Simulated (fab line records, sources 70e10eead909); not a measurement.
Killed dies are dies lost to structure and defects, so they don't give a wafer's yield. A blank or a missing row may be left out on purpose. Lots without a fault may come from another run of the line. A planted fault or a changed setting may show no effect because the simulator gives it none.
fab line records | flow nand_harc
record lots=6 wafers=16 last_day=24
route steps=1159 shown A_ONON_D1@432
lots that met no fault: from a run of the same line without faults
start_h: hours from the record's first day to the start of the lot's first wafer shown | wait_h: hours since the lot's step before | " the same as in the row above | L1.1+2: a row that stands for several wafers | - no value, or no start given | * or withheld: withheld | < > ~ a bound
route shown NAME@n: a module of which the file shows steps, and the number in the route of the first | usual: mean/standard deviation of fault-free wafers | same: alike in all rows | chamber/n: place in a boat | sites: the reading at each site | _std_site: their standard deviation | _edge_site: outer sites' mean less inner sites' | radius_mm: how far each site lies from the wafer's centre | mask NAME#n: copy n | behind: the tool/chamber that last shaped the wafer | hold: why the lot was held/for how many hours/how that ended | device: the transistor (n, p or np) that didn't switch | end of line: the same wafers' tests at the end of the route | a step without rows: its recipe alone | killed: dies lost to structure and defects at the first sort, not the wafer's yield | map: a wafer's dies, x killed, . not, _ none there
set.NAME: the setting as run; set.NAME@STEP: as run at that earlier step | model.NAME: the simulator's own value behind a step, which no gauge read
lots at some steps of the route; a table a step, a row a wafer
services: from which hour (start_h, from the record's first day; less than 0 if before it) a tool's chamber was out of use, for how many hours, and why
## steps
# step NHARC_A_ONON_D1_DEP_12
# recipe target_thk_a=10000 n2_flow_sccm=2750 n2o_flow_sccm=2000 nh3_flow_sccm=500 sih4_flow_sccm=210 temp_c=400
# step NHARC_A_ONON_D1_THK_MEAS_14
# recipe thk_meas_gauge=ellipsometry
# usual thk_nm=1000/9.7
# columns lot.wafer tool chamber start_h wait_h thk_nm
L645.1 film_metro-02 - 174.96 - 1000
L645.4 " - " " 999
L645.6 " - " " 998
L649.2 film_metro-01 - 205.43 - 991
L649.3 " - " " 993
L649.5 " - " " 990
L653.3 film_metro-02 - 234.90 - 1025
L653.6 " - " " 1025
L657.3 film_metro-02 - 250.53 - 1003
L657.4 " - " " 1004
L657.6 " - " " 1002
L658.5 film_metro-01 - 257.42 - 973
L658.6 " - " " 974
L665.2 film_metro-01 - 299.21 - 1002
L665.4 " - " " 1001
L665.6 " - " " 1001
# step NHARC_A_ONON_D1_ANNEAL_15
# recipe temp_c=750 time_s=3600
# step NHARC_A_ONON_D1_DEP_16
# recipe target_thk_a=10000 n2_flow_sccm=2750 n2o_flow_sccm=2000 nh3_flow_sccm=500 sih4_flow_sccm=210 temp_c=400
# step NHARC_A_ONON_D1_THK_MEAS_18
# recipe thk_meas_gauge=ellipsometry
# usual thk_nm=1002/12
# columns lot.wafer tool chamber start_h wait_h thk_nm
L645.1 film_metro-01 - 182.80 - 1009
L645.4 " - " " 1007
L645.6 " - " " 1008
L649.2 film_metro-01 - 216.21 - 987
L649.3 " - " " 987
L649.5 " - " " 986
L653.3 film_metro-01 - 242.32 - 998
L653.6 " - " " 998
L657.3 film_metro-02 - 257.69 - 1009
L657.4 " - " " 1007
L657.6 " - " " 1006
L658.5 film_metro-01 - 264.83 - 1021
L658.6 " - " " 1020
L665.2 film_metro-02 - 306.26 - 1003
L665.4 " - " " 1004
L665.6 " - " " 1001
# step NHARC_A_ONON_D1_DEP_19
# recipe target_thk_a=10000 n2_flow_sccm=2750 n2o_flow_sccm=2000 nh3_flow_sccm=500 sih4_flow_sccm=210 temp_c=400
# step NHARC_A_ONON_D1_THK_MEAS_21
# recipe thk_meas_gauge=ellipsometry
# usual thk_nm=1001/12
# columns lot.wafer tool chamber start_h wait_h thk_nm
L645.1 film_metro-01 - 183.37 - 1005
L645.4 " - " " 1004
L645.6 " - " " 1004
L649.2 film_metro-02 - 216.77 - 988
L649.3 " - " " 987
L649.5 " - " " 988
L653.3 film_metro-01 - 242.89 - 1011
L653.6 " - " " 1011
L657.3 film_metro-01 - 258.28 - 1022
L657.4 " - " " 1022
L657.6 " - " " 1020
L658.5 film_metro-02 - 265.40 - 980
L658.6 " - " " 981
L665.2 film_metro-02 - 306.84 - 1017
L665.4 " - " " 1016
L665.6 " - " " 1017
# step NHARC_A_ONON_D1_DEP_22
# recipe target_thk_a=10000 n2_flow_sccm=2750 n2o_flow_sccm=2000 nh3_flow_sccm=500 sih4_flow_sccm=210 temp_c=400
# step NHARC_A_ONON_D1_THK_MEAS_24
# recipe thk_meas_gauge=ellipsometry
# usual thk_nm=998/11
# columns lot.wafer tool chamber start_h wait_h thk_nm
L645.1 film_metro-02 - 183.94 - 972
L645.4 " - " " 973
L645.6 " - " " 973
L649.2 film_metro-02 - 217.35 - 975
L649.3 " - " " 976
L649.5 " - " " 976
L653.3 film_metro-02 - 243.45 - 988
L653.6 " - " " 986
L657.3 film_metro-02 - 258.85 - 992
L657.4 " - " " 991
L657.6 " - " " 992
L658.5 film_metro-01 - 265.96 - 1004
L658.6 " - " " 1006
L665.2 film_metro-02 - 307.41 - 1011
L665.4 " - " " 1013
L665.6 " - " " 1011
# step NHARC_A_ONON_D1_DEP_25
# recipe target_thk_a=10000 n2_flow_sccm=2750 n2o_flow_sccm=2000 nh3_flow_sccm=500 sih4_flow_sccm=210 temp_c=400
# step NHARC_A_ONON_D1_THK_MEAS_27
# recipe thk_meas_gauge=ellipsometry
# usual thk_nm=1000/11
# columns lot.wafer tool chamber start_h wait_h thk_nm
L645.1 film_metro-02 - 184.50 - 1002
L645.4 " - " " 1005
L645.6 " - " " 1005
L649.2 film_metro-02 - 217.92 - 985
L649.3 " - " " 987
L649.5 " - " " 986
L653.3 film_metro-01 - 244.03 - 1004
L653.6 " - " " 1006
L657.3 film_metro-01 - 259.41 - 1002
L657.4 " - " " 1003
L657.6 " - " " 1003
L658.5 film_metro-01 - 266.53 - 1023
L658.6 " - " " 1022
L665.2 film_metro-02 - 307.97 - 981
L665.4 " - " " 985
L665.6 " - " " 983
# step NHARC_A_ONON_D1_DEP_28
# recipe target_thk_a=10000 n2_flow_sccm=2750 n2o_flow_sccm=2000 nh3_flow_sccm=500 sih4_flow_sccm=210 temp_c=400
# columns lot.wafer tool chamber start_h wait_h
L645.1+4+6 pecvd_onon-04 0 184.56 0.1
L649.2+3+5 pecvd_onon-01 0 218.03 0.1
L653.3+6 pecvd_onon-01 0 244.20 0.2
L657.3+4+6 pecvd_onon-04 0 259.58 0.2
L658.5+6 pecvd_onon-01 0 266.82 0.3
L665.2+4+6 pecvd_onon-02 0 308.08 0.1
# step NHARC_A_ONON_D1_THK_MEAS_30
# recipe thk_meas_gauge=ellipsometry
# usual thk_nm=1001/11
# columns lot.wafer tool chamber start_h wait_h thk_nm
L645.1 film_metro-02 - 185.07 - 995
L645.4 " - " " 994
L645.6 " - " " 995
L649.2 film_metro-02 - 218.48 - 999
L649.3 " - " " 1001
L649.5 " - " " 1001
L653.3 film_metro-01 - 244.60 - 1087
L653.6 " - " " 1000
L657.3 film_metro-01 - 259.98 - 995
L657.4 " - " " 995
L657.6 " - " " 996
L658.5 film_metro-02 - 267.13 - 1075
L658.6 " - " " 987
L665.2 film_metro-02 - 308.53 - 1020
L665.4 " - " " 1019
L665.6 " - " " 1019
# step NHARC_A_ONON_D1_DEP_33
# recipe target_thk_a=2000 temp_c=400 pressure_torr=6.5 rf_w=900 teos_flow_sccm=161.4 flow_sccm=2650 target_thk_nm=200 gas=O2 material=SiO2
# usual heater_power_w=616/87 throttle_valve_pct=15.9/0.44
# columns lot.wafer tool chamber start_h wait_h heater_power_w throttle_valve_pct
L645.1 pecvd-03 0 185.22 0.1 760 16.6
L645.4 " 2 " " 569 15.7
L645.6 " 1 " " 649 15.6
L649.3 pecvd-03 2 219.05 0.6 593 16.0
L649.2 " 1 " " 696 15.9
L649.5 " 1 " " 723 15.5
L653.3 pecvd-02 2 244.66 0.1 524 15.7
L653.6 " 2 " " 548 15.7
L657.3 pecvd-01 1 260.20 0.2 657 15.8
L657.4 " 2 " " 491 15.8
L657.6 " 0 " " 648 15.1
L658.6 pecvd-01 0 267.32 0.2 721 15.0
L658.5 " 2 " " 438 15.6
L665.2 pecvd-03 0 308.64 0.1 645 16.2
L665.6 " 0 " " 652 16.0
L665.4 " 1 " " 722 15.4
## services
# columns tool chamber start_h hours kind
pecvd-02 0 166.00 - clean
pecvd-02 1 166.00 - clean
pecvd-02 2 166.00 - clean
pecvd_onon-01 - 195.00 13.0 pm
pecvd-01 1 217.07 6.2 repair
pecvd-03 - 225.87 0.3 repair
pecvd_onon-04 - 237.00 13.0 pm
pecvd-01 - 237.10 13.0 pm
pecvd-01 0 237.10 13.0 vent_cycle
pecvd-01 1 237.10 13.0 vent_cycle
pecvd-01 2 237.10 13.0 vent_cycle
pecvd-01 0 250.10 - clean
pecvd-01 1 250.10 - clean
pecvd-01 2 250.10 - clean
pecvd-02 - 260.26 0.9 repair
pecvd-03 - 292.19 13.0 pm
pecvd-03 0 292.19 13.0 vent_cycle
pecvd-03 1 292.19 13.0 vent_cycle
pecvd-03 2 292.19 13.0 vent_cycle
pecvd_onon-02 - 292.27 13.0 pm
pecvd-03 0 305.19 - clean
pecvd-03 1 305.19 - clean
pecvd-03 2 305.19 - clean
## key
first_sign step=NHARC_A_ONON_D1_THK_MEAS_30 reading=thk_nm direction=up sigmas=7.1 usual=1001 struck=1081
effect none on later readings
met_at NHARC_A_ONON_D1_DEP_28
struck_wafers L653.3,L658.5
later_rows_left_out L653.3,L658.5
sort_left_out L653.3,L658.5
tester_left_out L653,L658
onset_between 218.03 244.20
fault kind=process_parameter_drift tool=pecvd_onon-01 chamber=- onset_h=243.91 steps=NHARC_A_ONON_D1_DEP_28 channel=target_thk_a offset=* shape=step end_h=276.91 scope=struck_wafers_only acts_in=* stated=*
# tester_left_out: of these lots the tester's yield and bins aren't shown, on N5 and GAA mostly nor the transistor test; their killed dies are dies lost to structure and defects alone, not to doping, threshold or leakage, so they don't give the yield
# sort_left_out: the simulated sort isn't trusted on such a fault, so these wafers' sort isn't shown, and their yield isn't known
# later_rows_left_out: the simulator's readings of these wafers behind a module that went badly wrong aren't trusted and aren't shown, but for the sort
